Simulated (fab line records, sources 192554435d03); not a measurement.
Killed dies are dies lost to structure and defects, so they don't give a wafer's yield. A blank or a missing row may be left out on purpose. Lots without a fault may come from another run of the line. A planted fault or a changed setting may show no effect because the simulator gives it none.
Which tool did it? | flow n5_finfet | 24 lots, 72 wafers sampled, at 6 steps of a route of 1938

WHAT THE GAUGES READ, wafer by wafer
N5_BEOL_M5_THK_MEAS_53: measures by xrf.
lot  | measured     | on            | M5_THK (nm)
L074 | day 8 17:47  | film_metro-02 | 65.6 63.2 64.9
L075 | day 8 19:21  | film_metro-02 | 63.1 60.6 64.0
L076 | day 9 00:27  | film_metro-01 | 62.5 62.4 60.5
L077 | day 9 05:19  | film_metro-01 | 63.3 62.5 61.7
L078 | day 9 16:50  | film_metro-01 | 62.0 59.2 62.4
L079 | day 9 22:51  | film_metro-02 | 64.0 62.0 62.3
L081 | day 10 12:00 | film_metro-01 | 60.3 62.1 63.0
L080 | day 10 13:28 | film_metro-02 | 64.0 60.0 63.3
L082 | day 10 19:16 | film_metro-02 | 60.2 60.8 60.5
L083 | day 10 23:44 | film_metro-01 | 62.7 63.6 64.2
L084 | day 11 09:14 | film_metro-02 | 63.2 63.4 64.3
L085 | day 11 11:11 | film_metro-01 | 59.9 61.1 59.7
L086 | day 11 18:08 | film_metro-01 | 59.7 60.3 61.2
L087 | day 12 04:16 | film_metro-01 | 62.5 60.3 60.2
L089 | day 12 18:08 | film_metro-02 | 61.4 61.5 60.6
L091 | day 12 21:52 | film_metro-01 | 61.7 61.6 60.1
L090 | day 12 23:37 | film_metro-02 | 59.2 56.2 61.8
L088 | day 13 06:47 | film_metro-02 | 64.5 63.1 61.0
L092 | day 13 09:39 | film_metro-01 | 64.2 58.7 63.2
L095 | day 13 19:38 | film_metro-01 | 58.9 60.5 62.2
L094 | day 14 04:54 | film_metro-02 | 58.8 61.1 60.2
L093 | day 14 17:18 | film_metro-02 | 61.3 64.9 62.5
L096 | day 15 00:47 | film_metro-01 | 58.7 59.7 58.9
L097 | day 15 19:31 | film_metro-01 | 58.1 62.2 62.6

WHICH TOOL RAN EACH LOT (tool, then ch and the chambers of the sampled wafers, then the start)
lot  | N5_BEOL_M5_HM_DEP_02         | N5_BEOL_M5_ETCH_75                 | N5_BEOL_M5_SPUTTER_81        | N5_BEOL_M5_SPUTTER_83        | N5_BEOL_M5_ANNEAL_89
L074 | pvd_sputter-01, day 8 07:19  | rie_diel-03 ch 1,3, day 8 10:46    | pvd_sputter-03, day 8 13:44  | pvd_sputter-03, day 8 14:49  | pvd_sputter-03, day 8 15:59
L075 | pvd_sputter-01, day 8 10:40  | rie_diel-03 ch 0,3, day 8 12:34    | pvd_sputter-01, day 8 15:18  | pvd_sputter-01, day 8 16:23  | pvd_sputter-01, day 8 17:33
L076 | pvd_sputter-01, day 8 13:19  | rie_diel-04 ch 0,1,3, day 8 17:24  | pvd_sputter-03, day 8 20:23  | pvd_sputter-03, day 8 21:28  | pvd_sputter-03, day 8 22:38
L077 | pvd_sputter-03, day 8 17:29  | rie_diel-03 ch 0,1, day 8 21:44    | pvd_sputter-03, day 9 00:49  | pvd_sputter-03, day 9 01:54  | pvd_sputter-03, day 9 03:04
L078 | pvd_sputter-02, day 9 07:57  | rie_diel-04 ch 0,1, day 9 10:01    | pvd_sputter-03, day 9 12:45  | pvd_sputter-03, day 9 13:50  | pvd_sputter-03, day 9 15:00
L079 | pvd_sputter-02, day 9 10:49  | rie_diel-04 ch 0,2,3, day 9 14:20  | pvd_sputter-03, day 9 17:43  | pvd_sputter-03, day 9 18:48  | pvd_sputter-03, day 9 19:58
L081 | pvd_sputter-02, day 10 00:37 | rie_diel-04 ch 0,2,3, day 10 03:41 | pvd_sputter-02, day 10 07:57 | pvd_sputter-02, day 10 09:02 | pvd_sputter-02, day 10 10:12
L080 | pvd_sputter-03, day 10 03:58 | rie_diel-03 ch 1,2,3, day 10 06:25 | pvd_sputter-01, day 10 09:25 | pvd_sputter-01, day 10 10:29 | pvd_sputter-01, day 10 11:40
L082 | pvd_sputter-01, day 10 07:16 | rie_diel-04 ch 0,3, day 10 12:03   | pvd_sputter-01, day 10 14:59 | pvd_sputter-01, day 10 16:05 | pvd_sputter-01, day 10 17:15
L083 | pvd_sputter-01, day 10 12:45 | rie_diel-04 ch 0,2, day 10 16:38   | pvd_sputter-01, day 10 19:40 | pvd_sputter-01, day 10 20:45 | pvd_sputter-01, day 10 21:55
L084 | pvd_sputter-02, day 10 23:04 | rie_diel-03 ch 0,2,3, day 11 01:53 | pvd_sputter-01, day 11 05:10 | pvd_sputter-01, day 11 06:16 | pvd_sputter-01, day 11 07:25
L085 | pvd_sputter-01, day 10 23:47 | rie_diel-05 ch 0,3, day 11 01:56   | pvd_sputter-03, day 11 07:07 | pvd_sputter-03, day 11 08:13 | pvd_sputter-03, day 11 09:23
L086 | pvd_sputter-02, day 11 09:24 | rie_diel-04 ch 1,2, day 11 10:51   | pvd_sputter-03, day 11 13:57 | pvd_sputter-03, day 11 15:02 | pvd_sputter-03, day 11 16:12
L087 | pvd_sputter-03, day 11 17:17 | rie_diel-05 ch 0,2, day 11 21:27   | pvd_sputter-03, day 12 00:12 | pvd_sputter-03, day 12 01:17 | pvd_sputter-03, day 12 02:28
L089 | pvd_sputter-01, day 12 08:38 | rie_diel-05 ch 0,2,3, day 12 11:27 | pvd_sputter-01, day 12 14:04 | pvd_sputter-01, day 12 15:09 | pvd_sputter-01, day 12 16:19
L091 | pvd_sputter-02, day 12 11:52 | rie_diel-04 ch 0,1,3, day 12 13:30 | pvd_sputter-02, day 12 17:45 | pvd_sputter-02, day 12 18:50 | pvd_sputter-02, day 12 20:01
L090 | pvd_sputter-02, day 12 14:19 | rie_diel-05 ch 1,2,3, day 12 16:40 | pvd_sputter-01, day 12 19:34 | pvd_sputter-01, day 12 20:39 | pvd_sputter-01, day 12 21:49
L088 | pvd_sputter-01, day 12 17:36 | rie_diel-04 ch 1,2, day 12 22:29   | pvd_sputter-02, day 13 02:42 | pvd_sputter-02, day 13 03:47 | pvd_sputter-02, day 13 04:58
L092 | pvd_sputter-01, day 12 23:49 | rie_diel-04 ch 0,1,2, day 13 01:53 | pvd_sputter-03, day 13 05:02 | pvd_sputter-03, day 13 06:07 | pvd_sputter-03, day 13 07:17
L095 | pvd_sputter-03, day 13 09:31 | rie_diel-03 ch 0,1,3, day 13 12:41 | pvd_sputter-02, day 13 15:35 | pvd_sputter-02, day 13 16:41 | pvd_sputter-02, day 13 17:50
L094 | pvd_sputter-02, day 13 19:08 | rie_diel-05 ch 1,3, day 13 21:56   | pvd_sputter-01, day 14 00:51 | pvd_sputter-01, day 14 01:56 | pvd_sputter-01, day 14 03:06
L093 | pvd_sputter-02, day 14 07:15 | rie_diel-03 ch 0,1,3, day 14 09:28 | pvd_sputter-02, day 14 13:14 | pvd_sputter-02, day 14 14:20 | pvd_sputter-02, day 14 15:29
L096 | pvd_sputter-01, day 14 13:21 | rie_diel-05 ch 1,2, day 14 17:16   | pvd_sputter-03, day 14 20:28 | pvd_sputter-03, day 14 21:33 | pvd_sputter-03, day 14 22:43
L097 | pvd_sputter-03, day 15 06:02 | rie_diel-04 ch 1,2,3, day 15 10:47 | pvd_sputter-01, day 15 15:17 | pvd_sputter-01, day 15 16:23 | pvd_sputter-01, day 15 17:32
- N5_BEOL_M5_HM_DEP_02: deposits TiN, target thk 20 nm.
- N5_BEOL_M5_ETCH_75: etches underlayer in N2/H2, target depth 6.5 nm, time 5.2 s.
- N5_BEOL_M5_SPUTTER_81: material Cu, target thk 15 nm, time 27.62 s.
- N5_BEOL_M5_SPUTTER_83: material Cu, target thk 15 nm, time 27.62 s.
- N5_BEOL_M5_ANNEAL_89: time 1800 s.

WHAT THE TOOLS THEMSELVES READ (means of the sampled wafers that have a number; where no wafer has one, the mark that the record gives instead)
N5_BEOL_M5_HM_DEP_02.
lot  | tool           | throttle_valve_pct (%)
L074 | pvd_sputter-01 | 30.8
L075 | pvd_sputter-01 | 31.0
L076 | pvd_sputter-01 | 30.3
L077 | pvd_sputter-03 | 30.2
L078 | pvd_sputter-02 | 29.3
L079 | pvd_sputter-02 | 29.2
L081 | pvd_sputter-02 | 29.1
L080 | pvd_sputter-03 | 30.3
L082 | pvd_sputter-01 | 31.1
L083 | pvd_sputter-01 | 31.6
L084 | pvd_sputter-02 | 29.3
L085 | pvd_sputter-01 | 30.8
L086 | pvd_sputter-02 | 29.1
L087 | pvd_sputter-03 | 30.0
L089 | pvd_sputter-01 | 30.6
L091 | pvd_sputter-02 | 29.2
L090 | pvd_sputter-02 | 29.2
L088 | pvd_sputter-01 | 30.6
L092 | pvd_sputter-01 | 30.9
L095 | pvd_sputter-03 | 29.7
L094 | pvd_sputter-02 | 29.0
L093 | pvd_sputter-02 | 29.4
L096 | pvd_sputter-01 | 30.7
L097 | pvd_sputter-03 | 30.7

N5_BEOL_M5_ETCH_75.
lot  | tool        | drypump_motor_current_A (A) | etch_rf_on_time_s (s) | oes_product_au (a.u.) | rf_vpp_V (V) | showerhead_plenum_p_Torr (Torr) | throttle_valve_pct (%)
L074 | rie_diel-03 | 5.4                         | 5.12                  | 0.64                  | 526.2        | 2.60                            | 17.99
L075 | rie_diel-03 | 5.6                         | 5.09                  | 0.68                  | 525.3        | 2.59                            | 18.01
L076 | rie_diel-04 | 5.6                         | 5.16                  | 0.63                  | 523.9        | 2.52                            | 18.00
L077 | rie_diel-03 | 5.4                         | 5.25                  | 0.69                  | 522.5        | 2.49                            | 17.84
L078 | rie_diel-04 | 5.9                         | 5.17                  | 0.64                  | 522.8        | 2.54                            | 18.07
L079 | rie_diel-04 | 5.9                         | 5.15                  | 0.60                  | 522.7        | 2.47                            | 17.99
L081 | rie_diel-04 | 5.9                         | 5.18                  | 0.60                  | 521.8        | 2.47                            | 17.99
L080 | rie_diel-03 | 5.3                         | 5.08                  | 0.71                  | 523.5        | 2.58                            | 17.77
L082 | rie_diel-04 | 5.4                         | 5.21                  | 0.59                  | 522.6        | 2.50                            | 17.95
L083 | rie_diel-04 | 6.4                         | 5.05                  | 0.59                  | 520.5        | 2.44                            | 18.05
L084 | rie_diel-03 | 5.4                         | 5.07                  | 0.72                  | 524.1        | 2.56                            | 17.78
L085 | rie_diel-05 | 5.9                         | 5.18                  | 0.63                  | 523.9        | 2.57                            | 18.09
L086 | rie_diel-04 | 5.9                         | 5.27                  | 0.62                  | 521.6        | 2.49                            | 18.11
L087 | rie_diel-05 | 5.6                         | 5.19                  | 0.61                  | 524.5        | 2.58                            | 17.88
L089 | rie_diel-05 | 5.7                         | 5.21                  | 0.61                  | 524.3        | 2.55                            | 17.97
L091 | rie_diel-04 | 5.6                         | 5.20                  | 0.69                  | 523.7        | 2.51                            | 17.91
L090 | rie_diel-05 | 5.6                         | 5.32                  | 0.60                  | 522.2        | 2.52                            | 18.02
L088 | rie_diel-04 | 5.8                         | 5.25                  | 0.70                  | 525.0        | 2.60                            | 17.95
L092 | rie_diel-04 | 6.1                         | 5.07                  | 0.69                  | 525.7        | 2.59                            | 17.94
L095 | rie_diel-03 | 5.4                         | 5.13                  | 0.64                  | 524.4        | 2.53                            | 17.98
L094 | rie_diel-05 | 5.8                         | 5.36                  | 0.60                  | 523.7        | 2.53                            | 18.15
L093 | rie_diel-03 | 5.4                         | 5.21                  | 0.64                  | 523.7        | 2.53                            | 17.99
L096 | rie_diel-05 | 5.4                         | 5.43                  | 0.57                  | 523.6        | 2.51                            | 17.91
L097 | rie_diel-04 | 5.7                         | 5.26                  | 0.73                  | 524.2        | 2.57                            | 17.77

N5_BEOL_M5_SPUTTER_81.
lot  | tool           | throttle_valve_pct (%)
L074 | pvd_sputter-03 | 30.4
L075 | pvd_sputter-01 | 30.3
L076 | pvd_sputter-03 | 30.2
L077 | pvd_sputter-03 | 29.6
L078 | pvd_sputter-03 | 30.5
L079 | pvd_sputter-03 | 30.2
L081 | pvd_sputter-02 | 29.4
L080 | pvd_sputter-01 | 31.1
L082 | pvd_sputter-01 | 30.9
L083 | pvd_sputter-01 | 31.0
L084 | pvd_sputter-01 | 30.9
L085 | pvd_sputter-03 | 29.6
L086 | pvd_sputter-03 | 30.4
L087 | pvd_sputter-03 | 29.7
L089 | pvd_sputter-01 | 30.9
L091 | pvd_sputter-02 | 29.1
L090 | pvd_sputter-01 | 30.8
L088 | pvd_sputter-02 | 29.2
L092 | pvd_sputter-03 | 30.5
L095 | pvd_sputter-02 | 29.2
L094 | pvd_sputter-01 | 30.4
L093 | pvd_sputter-02 | 29.4
L096 | pvd_sputter-03 | 30.4
L097 | pvd_sputter-01 | 31.3

N5_BEOL_M5_SPUTTER_83.
lot  | tool           | throttle_valve_pct (%)
L074 | pvd_sputter-03 | 30.5
L075 | pvd_sputter-01 | 30.5
L076 | pvd_sputter-03 | 30.2
L077 | pvd_sputter-03 | 29.7
L078 | pvd_sputter-03 | 30.5
L079 | pvd_sputter-03 | 30.2
L081 | pvd_sputter-02 | 29.3
L080 | pvd_sputter-01 | 31.1
L082 | pvd_sputter-01 | 30.9
L083 | pvd_sputter-01 | 31.2
L084 | pvd_sputter-01 | 31.1
L085 | pvd_sputter-03 | 29.5
L086 | pvd_sputter-03 | 30.2
L087 | pvd_sputter-03 | 29.5
L089 | pvd_sputter-01 | 31.1
L091 | pvd_sputter-02 | 29.4
L090 | pvd_sputter-01 | 30.8
L088 | pvd_sputter-02 | 29.4
L092 | pvd_sputter-03 | 30.5
L095 | pvd_sputter-02 | 29.1
L094 | pvd_sputter-01 | 30.3
L093 | pvd_sputter-02 | 29.4
L096 | pvd_sputter-03 | 30.4
L097 | pvd_sputter-01 | 31.1

N5_BEOL_M5_ANNEAL_89.
lot  | tool           | heater_power_w (W)
L074 | pvd_sputter-03 | 749
L075 | pvd_sputter-01 | 840
L076 | pvd_sputter-03 | 725
L077 | pvd_sputter-03 | 789
L078 | pvd_sputter-03 | 744
L079 | pvd_sputter-03 | 733
L081 | pvd_sputter-02 | 788
L080 | pvd_sputter-01 | 880
L082 | pvd_sputter-01 | 767
L083 | pvd_sputter-01 | 833
L084 | pvd_sputter-01 | 762
L085 | pvd_sputter-03 | 778
L086 | pvd_sputter-03 | 714
L087 | pvd_sputter-03 | 746
L089 | pvd_sputter-01 | 877
L091 | pvd_sputter-02 | 816
L090 | pvd_sputter-01 | 821
L088 | pvd_sputter-02 | 899
L092 | pvd_sputter-03 | 745
L095 | pvd_sputter-02 | 877
L094 | pvd_sputter-01 | 721
L093 | pvd_sputter-02 | 896
L096 | pvd_sputter-03 | 736
L097 | pvd_sputter-01 | 830

THE ANSWER, worked out from the rows above alone
Rule: what is usual is taken from the lots themselves. Put in order of their means at a reading, lots are off if they are a third of the lots or fewer, leave a main group of 4 or more, and stand apart from it by a gap of 3 or more times the standard deviation of the main group's means; of several such gaps the widest counts. A main group whose means are all the same, to the digits that the tables above print for the reading, isn't used. A lot without any number at a reading at which 4 lots or more have one is off too. The other lots that the step has rows for count as sound. The gauges are gone through in route order, then the tools' own readings, and for those a lot's mean is taken as printed above. The first step at which some lot is off is used, and at that step the reading that is off furthest; a lot without a number counts as furthest.
No lot is off at any reading shown: from this, nothing can be told.

WHAT THE SIMULATOR HAD PUT IN
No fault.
